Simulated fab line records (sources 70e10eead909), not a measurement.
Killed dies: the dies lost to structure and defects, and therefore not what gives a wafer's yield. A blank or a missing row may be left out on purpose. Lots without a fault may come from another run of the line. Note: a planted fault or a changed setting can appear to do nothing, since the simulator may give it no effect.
Which of the tools did it? ; flow nand-harc ; Sampling: 11 lots, 33 wafers, 6 of 1302 route steps

== WHAT THE GAUGES READ, wafer by wafer ==
NHARC_P_ZERO_WELL_CD_MEAS_37: the cd target is 720 nm. Usual: cd-nm 720.5 nm, standard deviation 1.8.
lot;measured;on;cd-nm (nm);flag
L437;day 2 10:13;cd-sem-01;721.9 718.4 719.3;
L439;day 3 06:07;cd-sem-01;719.4 720.2 719.9;
L440;day 3 16:16;cd-sem-01;721.4 720.2 718.9;
L443;day 5 02:10;cd-sem-01;688.9 690.6 688.8;OFF
L451;day 8 06:09;cd-sem-02;721.9 720.6 722.4;
L452;day 8 16:14;cd-sem-01;719.4 720.5 717.4;
L453;day 9 02:05;cd-sem-01;723.9 724.1 722.3;
L454;day 9 12:13;cd-sem-02;720.1 719.1 720.3;
L456;day 10 08:13;cd-sem-01;721.1 722.8 722.8;
L458;day 11 04:13;cd-sem-01;719.8 719.0 720.6;
L459;day 11 14:01;cd-sem-02;722.2 718.4 718.3;

NHARC_END_SORT_01. Usual: killed-at-array 52, standard deviation 19; killed-at-other 0.9, standard deviation 1.3; killed-at-periphery 4, standard deviation 3.1; killed-dies 57, standard deviation 18; killed-open 3.2, standard deviation 1.7; killed-short 2.3, standard deviation 1.4.
lot;measured;on;killed-at-array;killed-at-other;killed-at-periphery;killed-dies;killed-open;killed-short;flag
L453;day 31 18:06;prober-01;42 29 31;0 0 0;4 8 5;46 37 36;4 3 1;6 2 1;

== EACH LOT AND THE TOOL THAT RAN IT (in order: tool; ch and the chambers of the sampled wafers; start) ==
lot;NHARC_P_ZERO_WELL_DESCUM_13;NHARC_P_ZERO_WELL_DESCUM_26;NHARC_P_ZERO_WELL_EXPOSE_34;NHARC_P_STI_ETCH_31
L437;rie-diel-11 ch 0,1,2, day 2 07:24;rie-diel-09 ch 0,2,3, day 2 08:45;krf-scanner-02 ch 0, day 2 10:03;rie-diel-02 ch 0,1,2, no start
L439;rie-diel-13 ch 0,2,3, day 3 03:17;rie-diel-11 ch 0,1,3, day 3 04:38;krf-scanner-04 ch 0, day 3 05:58;rie-diel-01 ch 1,2,3, no start
L440;rie-diel-11 ch 0,1,2, day 3 13:25;rie-diel-11 ch 1,3, day 3 14:44;krf-scanner-01 ch 0, day 3 16:07;rie-diel-12 ch 0,2,3, no start
L443;rie-diel-09 ch 0,2,3, day 4 19:19;rie-diel-13 ch 1,2,3, day 4 20:50;krf-scanner-02 ch 0, day 5 02:00;rie-diel-02 ch 0,2,3, no start
L451;rie-diel-09 ch 1,2,3, day 8 03:17;rie-diel-11 ch 0,1, day 8 04:40;krf-scanner-02 ch 0, day 8 06:00;rie-diel-02 ch 1,2,3, no start
L452;rie-diel-09 ch 1,2,3, day 8 13:25;rie-diel-11 ch 0,1,3, day 8 14:53;krf-scanner-02 ch 0, day 8 16:06;rie-diel-02 ch 0,1, no start
L453;rie-diel-13 ch 0,2,3, day 8 23:16;rie-diel-09 ch 0,1, day 9 00:37;krf-scanner-01 ch 0, day 9 01:56;rie-diel-12 ch 0,1,2, day 31 18:06 or earlier
L454;rie-diel-13 ch 1,2, day 9 09:23;rie-diel-09 ch 0,1,3, day 9 10:45;krf-scanner-04 ch 0, day 9 12:04;rie-diel-01 ch 0,1,2, no start
L456;rie-diel-11 ch 0,1,3, day 10 05:24;rie-diel-11 ch 0,1,3, day 10 06:44;krf-scanner-02 ch 0, day 10 08:04;rie-diel-01 ch 1,2,3, no start
L458;rie-diel-09 ch 0,3, day 11 01:24;rie-diel-13 ch 2,3, day 11 02:44;krf-scanner-02 ch 0, day 11 04:04;rie-diel-02 ch 1,3, no start
L459;rie-diel-09 ch 0,1,2, day 11 11:24;rie-diel-09 ch 1,2,3, day 11 12:37;krf-scanner-02 ch 0, day 11 13:51;rie-diel-01 ch 0,2,3, no start
- NHARC_P_ZERO_WELL_DESCUM_13: chemistry O2, time 3 s.
- NHARC_P_ZERO_WELL_DESCUM_26: chemistry O2, time 3 s.
- NHARC_P_ZERO_WELL_EXPOSE_34: exposes mask P PWELL, target cd 720 nm.
- NHARC_P_STI_ETCH_31: etches the open film in CF4/CHF3, target depth 108.9 nm, time 54.5 s.

== WHAT THE TOOLS THEMSELVES READ (means of the sampled wafers that have a number; where no wafer has one, the mark that the record gives instead) ==
NHARC_P_ZERO_WELL_DESCUM_13. Usual: drypump-motor-current-A 5.7 A, standard deviation 0.67; oes-product-au 0.997 a.u., standard deviation 0.013; rf-vpp-V 57.8 V, standard deviation 0.91; showerhead-plenum-p-Torr 1.93 Torr, standard deviation 0.068; throttle-valve-pct 11.310 %, standard deviation 0.0087.
lot;tool;drypump-motor-current-A (A);oes-product-au (a.u.);rf-vpp-V (V);showerhead-plenum-p-Torr (Torr);throttle-valve-pct (%);flag
L437;rie-diel-11;6.0;0.989;57.1;1.92;11.300;
L439;rie-diel-13;5.7;0.981;57.6;1.98;11.304;
L440;rie-diel-11;6.0;0.986;58.4;1.92;11.312;
L443;rie-diel-09;5.5;1.003;57.1;1.89;11.313;
L451;rie-diel-09;6.0;1.012;57.8;1.93;11.311;
L452;rie-diel-09;6.0;1.009;58.0;1.93;11.314;
L453;rie-diel-13;5.7;0.998;58.6;1.96;11.310;
L454;rie-diel-13;5.9;0.990;57.2;1.96;11.312;
L456;rie-diel-11;5.4;0.991;57.4;1.86;11.312;
L458;rie-diel-09;5.0;1.001;57.9;1.88;11.305;
L459;rie-diel-09;6.0;1.003;58.4;1.94;11.309;

NHARC_P_ZERO_WELL_DESCUM_26. Usual: drypump-motor-current-A 5.7 A, standard deviation 0.66; oes-product-au 0.998 a.u., standard deviation 0.012; rf-vpp-V 57.8 V, standard deviation 0.82; showerhead-plenum-p-Torr 1.92 Torr, standard deviation 0.064; throttle-valve-pct 11.311 %, standard deviation 0.0093.
lot;tool;drypump-motor-current-A (A);oes-product-au (a.u.);rf-vpp-V (V);showerhead-plenum-p-Torr (Torr);throttle-valve-pct (%);flag
L437;rie-diel-09;5.6;1.011;57.7;1.90;11.309;
L439;rie-diel-11;5.4;0.991;57.7;1.88;11.315;
L440;rie-diel-11;5.3;0.996;57.8;1.84;11.308;
L443;rie-diel-13;5.6;0.997;58.5;1.98;11.310;
L451;rie-diel-11;5.5;0.996;57.6;1.90;11.310;
L452;rie-diel-11;5.4;0.985;58.1;1.87;11.306;
L453;rie-diel-09;5.6;1.011;56.7;1.95;11.303;
L454;rie-diel-09;5.5;1.005;58.0;1.94;11.311;
L456;rie-diel-11;5.4;0.998;58.3;1.86;11.324;
L458;rie-diel-13;5.7;0.998;58.2;1.99;11.308;
L459;rie-diel-09;6.0;1.003;57.5;1.93;11.307;

NHARC_P_STI_ETCH_31. Usual: cf4-flow-sccm 99.95 sccm, standard deviation 0.29; drypump-motor-current-A 5.8 A, standard deviation 0.36; oes-product-au 0.965 a.u., standard deviation 0.02; rf-vpp-V 370.8 V, standard deviation 2; showerhead-plenum-p-Torr 1.58 Torr, standard deviation 0.051; throttle-valve-pct 16.801 %, standard deviation 0.0085.
lot;tool;cf4-flow-sccm (sccm);drypump-motor-current-A (A);oes-product-au (a.u.);rf-vpp-V (V);showerhead-plenum-p-Torr (Torr);throttle-valve-pct (%);flag
L437;rie-diel-02;100.10;5.6;0.964;370.4;1.58;16.801;
L439;rie-diel-01;99.70;6.0;0.947;372.4;1.64;16.800;
L440;rie-diel-12;99.87;6.0;0.967;370.4;1.55;16.798;
L443;rie-diel-02;99.93;5.6;0.970;370.8;1.57;16.805;
L451;rie-diel-02;100.00;5.8;0.963;371.4;1.59;16.787;
L452;rie-diel-02;99.86;5.7;0.963;371.1;1.58;16.805;
L453;rie-diel-12;99.75;5.5;0.974;369.4;1.52;16.802;
L454;rie-diel-01;99.90;5.9;0.970;372.0;1.61;16.804;
L456;rie-diel-01;99.72;6.0;0.974;373.3;1.64;16.800;
L458;rie-diel-02;99.80;6.0;0.949;372.6;1.61;16.804;
L459;rie-diel-01;99.96;6.1;0.976;370.4;1.58;16.802;

== THE ANSWER, worked out from the rows above alone ==
Rule: take the mean of a lot's wafers that have a number; if it is more than 3 standard deviations from the usual mean, the lot is off. A lot without any number at a reading at which 4 lots or more have one is off too. All remaining lots with rows at the step are treated as sound. After the gauges, taken in route order, come the tools' own readings; for these a lot's mean is taken, as printed above. The first step at which some lot is off is used, and at that step the reading that is off furthest; a lot without a number counts as furthest.
Off at NHARC_P_ZERO_WELL_CD_MEAS_37 (cd-nm): L443.
A tool fits if, at a process step before that reading, it ran every lot that is off, and no sound lot after the first of them. Those tools and the gauges at NHARC_P_ZERO_WELL_CD_MEAS_37 are tried in the same way. Not one of the candidates tried fits.

== WHAT WAS PUT IN BY THE SIMULATOR ==
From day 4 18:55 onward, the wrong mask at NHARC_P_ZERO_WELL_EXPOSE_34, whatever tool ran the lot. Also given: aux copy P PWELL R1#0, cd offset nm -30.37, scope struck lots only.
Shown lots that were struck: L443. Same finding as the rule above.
